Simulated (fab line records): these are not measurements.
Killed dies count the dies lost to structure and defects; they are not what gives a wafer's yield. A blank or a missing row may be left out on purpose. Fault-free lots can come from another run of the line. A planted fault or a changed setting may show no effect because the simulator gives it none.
Comparing a struck lot with a sound one || flow n5Finfet || 15 steps out of a route of 1938
Sound: the wafers L787.2, L787.3, L787.6. Struck: wafers L782.4, L782.5. (L782.1 of the same lot was not struck and is left out.) The cause comes at the end.
Per side, at each step with rows, come the tool, then ch with its chambers, and then its first start. Under that, the readings that differ: sound wafers || struck wafers || difference of the means || sigmas: that difference in standard deviations of wafers without a fault.
alike: a reading whose means differ by less than 2 such deviations, as well as words and numbers matching on both sides. not compared: withheld readings; readings where some wafer has no value; bounds like >300 that might hide an equal value; numbers whose values overlap and for which the record gives no deviation.
The two part at a step that has a row with sigmas, a row that says differs or no value, or rows on one side only. Numbers that don't overlap but have no deviation are shown without sigmas and don't part them. A reading missing from all wafers of one side parts the sides only when that side holds two or more wafers.

N5_SD_ACTIVATION_LSA_01: time 0.0008 s.
  sound on laserAnneal-02 ch 0, day 6 13:29; struck on laserAnneal-01 ch 0, day 5 03:20
  alike: wafer_temp_C_max
N5_SD_ACTIVATION_RS_MEAS_03: measures by four-point-probe.
  struck on filmMetro-02, day 5 03:32; sound on filmMetro-01, day 6 13:41
  alike: RS_SD_N, RS_SD_P
N5_SD_ACTIVATION_INSPECT_02: inspects for defects (darkfield).
  struck on defectInspect-01, day 5 03:52; sound on defectInspect-01, day 6 13:59
  alike: rawDefectCount
N5_ILD0_LINER_00: material SiNx, target thk 4 nm, pulse time 1 s, purge time 2 s.
  sound on aldSin-01 ch 0,1,3, day 6 14:01; struck on aldSin-03 ch 1,2, day 5 04:18
  alike: chamberPressureTorr, heaterPowerW, precursorPulseHeightRel
  not compared: sinceWetCleanH
then, 2 steps without rows for these wafers: N5_ILD0_FCVD_FILL_01 (material SiO2 flowable, target thk 200 nm, time 328.3 s); N5_ILD0_CURE_02 (time 1800 s).
N5_ILD0_CMP_03: polishes, stops on SiNx, t overpolish 1.9 s, target thk 197.38 nm.
  sound on cmp-02 ch 0,2, day 6 16:25; struck on cmp-03 ch 0,2, day 5 06:40
  alike: motorCurrentA, overpolishRunS, timeToEndpointS
N5_ILD0_THK_MEAS_04:
  struck on filmMetro-02, day 5 06:58; sound on filmMetro-01, day 6 16:41
  alike: thkNm
N5_ILD0_CMP_07: polishes SiO2 flowable, stops on poly-Si, t overpolish 1.18 s, target thk 138.88 nm.
  sound on cmp-02 ch 0,2,3, day 6 16:44; struck on cmp-04 ch 1,2, day 5 07:02
  alike: motorCurrentA
N5_ILD0_THK_MEAS_08:
  struck on filmMetro-02, day 5 07:17; sound on filmMetro-01, day 6 17:00
  alike: thkNm
then, 1 step without rows for these wafers: N5_ILD0_PRECLEAN_10 (cleans in NF3:NH3, afs cycles 5, time 20 s, sublimation time 60 s).
N5_ILD0_ALD_15: deposits SiNx, target thk 24 nm, pulse time 1 s, ald cycles 480.
  sound on aldSin-02 ch 0,1,2, day 6 17:43; struck on aldSin-03 ch 1,3, day 5 08:01
{"reading": "aldCycles", "sound": "480 480 480", "struck": "518 518", "difference": "+38", "sigmas": ""}
{"reading": "model.SiNx_of_ILD0_ALD_15.thkNm (nm)", "sound": "24 24.2 24", "struck": "26 25.8", "difference": "+2", "sigmas": ""}
  alike: chamberPressureTorr, heaterPowerW, precursorPulseHeightRel
  not compared: sinceWetCleanH
N5_ILD0_CMP_12: polishes SiNx, stops on poly-Si, t overpolish 6 s, target thk 17.67 nm.
  sound on cmp-03 ch 0,1,2, day 6 20:01; struck on cmp-04 ch 1, day 5 10:14
  alike: motorCurrentA
-- the record jumps here: 4 days lie between the struck wafers' starts before and after (it left off in module ILD0 and takes up again in module BEOL_M4, whose first step shown is number 1111 of the route) --
N5_BEOL_M4_RC_MEAS_101:
  sound on prober-02 ch 0, day 10 19:23; struck on prober-02 ch 0, day 9 10:47
  alike: DIBL_N, DIBL_P, IOFF_N, IOFF_P, ION_N, ION_P, SS_N, SS_P, VT_N, VT_P
after that, 1 step had no rows for these wafers: N5_PASSIVATION_PROBE_49.

WHERE THEY PART
Nowhere in this record.

WHY: what the simulator had put in
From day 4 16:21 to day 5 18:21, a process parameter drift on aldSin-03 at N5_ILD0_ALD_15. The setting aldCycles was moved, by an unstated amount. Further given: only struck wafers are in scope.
